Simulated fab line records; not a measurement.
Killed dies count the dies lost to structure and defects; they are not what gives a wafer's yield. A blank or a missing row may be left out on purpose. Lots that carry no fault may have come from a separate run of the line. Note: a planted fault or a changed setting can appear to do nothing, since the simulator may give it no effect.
Split-lot study :: flow n5_finfet :: route with 1938 steps; 7 lots, 39 wafers read

== THE SPLIT ==
At N5_ZERO_LAYER_DEVELOP_10 (develop time 60 s), the setting develop_time_s was moved away from the recipe's 60 s on 12 of the 39 wafers read, by -58.1% to +31.7%. The other wafers ran this setting at the recipe's value.

== THE PATH FROM SPLIT TO READING: the file shows 1 step between them ==
- N5_ZERO_LAYER_HARDBAKE_23: time 120 s

== THE READING ==
cd_nm at N5_ZERO_LAYER_CD_MEAS_11, given in nm (cd target 2000 nm). A value of 1999.9 nm with a standard deviation of 2.2 nm is what fault-free wafers of this fab line usually give.

wafer: L074.1
tool, chamber at the split: litho_track-04, 0
develop_time_s as run, s: 60
against the recipe: recipe
cd_nm, nm: 1998.5
against lot-mates on the recipe: -

wafer: L074.2
tool, chamber at the split: litho_track-04, 0
develop_time_s as run, s: 44.37
against the recipe: -26.1%
cd_nm, nm: 1992.1
against lot-mates on the recipe: -8.3

wafer: L074.3
tool, chamber at the split: litho_track-04, 0
develop_time_s as run, s: 60
against the recipe: recipe
cd_nm, nm: 2000.2
against lot-mates on the recipe: -

wafer: L074.4
tool, chamber at the split: litho_track-04, 0
develop_time_s as run, s: 44.37
against the recipe: -26.1%
cd_nm, nm: 1993.7
against lot-mates on the recipe: -6.7

wafer: L074.5
tool, chamber at the split: litho_track-04, 0
develop_time_s as run, s: 60
against the recipe: recipe
cd_nm, nm: 2002.5
against lot-mates on the recipe: -

wafer: L074.6
tool, chamber at the split: litho_track-04, 0
develop_time_s as run, s: 44.37
against the recipe: -26.1%
cd_nm, nm: 1994.1
against lot-mates on the recipe: -6.3

wafer: L078.1
tool, chamber at the split: litho_track-04, 0
develop_time_s as run, s: 60
against the recipe: recipe
cd_nm, nm: 2000.9
against lot-mates on the recipe: -

wafer: L078.2
tool, chamber at the split: litho_track-04, 0
develop_time_s as run, s: 60
against the recipe: recipe
cd_nm, nm: 2001.0
against lot-mates on the recipe: -

wafer: L078.3
tool, chamber at the split: litho_track-04, 0
develop_time_s as run, s: 60
against the recipe: recipe
cd_nm, nm: 1997.4
against lot-mates on the recipe: -

wafer: L078.4
tool, chamber at the split: litho_track-04, 0
develop_time_s as run, s: 60
against the recipe: recipe
cd_nm, nm: 2001.0
against lot-mates on the recipe: -

wafer: L078.5
tool, chamber at the split: litho_track-04, 0
develop_time_s as run, s: 60
against the recipe: recipe
cd_nm, nm: 1999.0
against lot-mates on the recipe: -

wafer: L078.6
tool, chamber at the split: litho_track-04, 0
develop_time_s as run, s: 60
against the recipe: recipe
cd_nm, nm: 1997.9
against lot-mates on the recipe: -

wafer: L082.1
tool, chamber at the split: litho_track-04, 0
develop_time_s as run, s: 60
against the recipe: recipe
cd_nm, nm: 2001.6
against lot-mates on the recipe: -

wafer: L082.2
tool, chamber at the split: litho_track-04, 0
develop_time_s as run, s: 60
against the recipe: recipe
cd_nm, nm: 2001.4
against lot-mates on the recipe: -

wafer: L082.3
tool, chamber at the split: litho_track-04, 0
develop_time_s as run, s: 60
against the recipe: recipe
cd_nm, nm: 2000.7
against lot-mates on the recipe: -

wafer: L082.4
tool, chamber at the split: litho_track-04, 0
develop_time_s as run, s: 60
against the recipe: recipe
cd_nm, nm: 2003.0
against lot-mates on the recipe: -

wafer: L082.5
tool, chamber at the split: litho_track-04, 0
develop_time_s as run, s: 60
against the recipe: recipe
cd_nm, nm: 2000.6
against lot-mates on the recipe: -

wafer: L082.6
tool, chamber at the split: litho_track-04, 0
develop_time_s as run, s: 60
against the recipe: recipe
cd_nm, nm: 1999.9
against lot-mates on the recipe: -

wafer: L086.1
tool, chamber at the split: litho_track-02, 0
develop_time_s as run, s: 79.05
against the recipe: +31.7%
cd_nm, nm: 2004.0
against lot-mates on the recipe: +3.1

wafer: L086.2
tool, chamber at the split: litho_track-02, 0
develop_time_s as run, s: 60
against the recipe: recipe
cd_nm, nm: 1997.7
against lot-mates on the recipe: -

wafer: L086.3
tool, chamber at the split: litho_track-02, 0
develop_time_s as run, s: 60
against the recipe: recipe
cd_nm, nm: 2002.4
against lot-mates on the recipe: -

wafer: L086.4
tool, chamber at the split: litho_track-02, 0
develop_time_s as run, s: 79.05
against the recipe: +31.7%
cd_nm, nm: 2006.9
against lot-mates on the recipe: +6.0

wafer: L086.5
tool, chamber at the split: litho_track-02, 0
develop_time_s as run, s: 60
against the recipe: recipe
cd_nm, nm: 2002.7
against lot-mates on the recipe: -

wafer: L086.6
tool, chamber at the split: litho_track-02, 0
develop_time_s as run, s: 79.05
against the recipe: +31.7%
cd_nm, nm: 2006.0
against lot-mates on the recipe: +5.1

wafer: L089.1
tool, chamber at the split: litho_track-05, 0
develop_time_s as run, s: 60
against the recipe: recipe
cd_nm, nm: 1998.3
against lot-mates on the recipe: -

wafer: L089.2
tool, chamber at the split: litho_track-05, 0
develop_time_s as run, s: 35.22
against the recipe: -41.3%
cd_nm, nm: 1986.9
against lot-mates on the recipe: -11.0

wafer: L089.3
tool, chamber at the split: litho_track-05, 0
develop_time_s as run, s: 60
against the recipe: recipe
cd_nm, nm: 1998.8
against lot-mates on the recipe: -

wafer: L089.4
tool, chamber at the split: litho_track-05, 0
develop_time_s as run, s: 35.22
against the recipe: -41.3%
cd_nm, nm: 1988.7
against lot-mates on the recipe: -9.2

wafer: L089.5
tool, chamber at the split: litho_track-05, 0
develop_time_s as run, s: 35.22
against the recipe: -41.3%
cd_nm, nm: 1987.7
against lot-mates on the recipe: -10.2

wafer: L089.6
tool, chamber at the split: litho_track-05, 0
develop_time_s as run, s: 60
against the recipe: recipe
cd_nm, nm: 1996.5
against lot-mates on the recipe: -

wafer: L092.2
tool, chamber at the split: litho_track-02, 0
develop_time_s as run, s: 60
against the recipe: recipe
cd_nm, nm: 2005.0
against lot-mates on the recipe: -

wafer: L092.3
tool, chamber at the split: litho_track-02, 0
develop_time_s as run, s: 60
against the recipe: recipe
cd_nm, nm: 2003.4
against lot-mates on the recipe: -

wafer: L092.5
tool, chamber at the split: litho_track-02, 0
develop_time_s as run, s: 60
against the recipe: recipe
cd_nm, nm: 2001.2
against lot-mates on the recipe: -

wafer: L095.1
tool, chamber at the split: litho_track-05, 0
develop_time_s as run, s: 25.17
against the recipe: -58.1%
cd_nm, nm: 1979.7
against lot-mates on the recipe: -18.2

wafer: L095.2
tool, chamber at the split: litho_track-05, 0
develop_time_s as run, s: 60
against the recipe: recipe
cd_nm, nm: 2000.1
against lot-mates on the recipe: -

wafer: L095.3
tool, chamber at the split: litho_track-05, 0
develop_time_s as run, s: 25.17
against the recipe: -58.1%
cd_nm, nm: 1979.7
against lot-mates on the recipe: -18.2

wafer: L095.4
tool, chamber at the split: litho_track-05, 0
develop_time_s as run, s: 60
against the recipe: recipe
cd_nm, nm: 1996.6
against lot-mates on the recipe: -

wafer: L095.5
tool, chamber at the split: litho_track-05, 0
develop_time_s as run, s: 25.17
against the recipe: -58.1%
cd_nm, nm: 1980.3
against lot-mates on the recipe: -17.6

wafer: L095.6
tool, chamber at the split: litho_track-05, 0
develop_time_s as run, s: 60
against the recipe: recipe
cd_nm, nm: 1997.0
against lot-mates on the recipe: -

THE FIT
A straight line over all 39 wafers: cd_nm changes by +0.295 nm for each +1% of develop_time_s; r = +0.94; the points scatter about the line by 2.4 nm.
The same after taking each lot's own level away (the mean of its wafers on the recipe; 39 wafers): +0.259 nm for each +1%; r = +0.95; scatter 1.8 nm.
That fit puts the effect of the largest move of develop_time_s on the reading at 15 nm.
The span of the lots' own levels, 1997.87 to 2003.20 nm, comes to 2.4 times the standard deviation stated above.
So the slope is not independent of the lot-to-lot level: the two fits are not the same.
Check: -15 nm against its lot-mates is what the line predicts for one of the wafers moved furthest among these (-58.1%) when that wafer is left out of the fit. It came out at -18.2 nm against them.

== THE WHOLE CHAIN: every reading that the file lists as answering this split, in the file's order ==
step: N5_ZERO_LAYER_CD_MEAS_11
what it does: target cd 2000 nm
reading: cd_nm
change (the file's fit): +0.265 nm for each +1% of the setting
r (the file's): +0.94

step: N5_ZERO_LAYER_DESCUM_16
what it does: chemistry O2, time 7.9 s
reading: ZERO_LAYER.cd_nm (the simulator's own value, which no gauge read)
change (the file's fit): +0.254 nm for each +1% of the setting
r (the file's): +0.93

step: N5_ZERO_LAYER_ETCH_17
what it does: etches SiO2 in CF4, target depth 12 nm, time 13.3 s
reading: ZERO_LAYER.cd_nm (the simulator's own value, which no gauge read)
change (the file's fit): +0.268 nm for each +1% of the setting
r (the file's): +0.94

== FILE'S OWN FIT ==
cd_nm changes by +0.265 nm for each +1% of develop_time_s, r = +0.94.
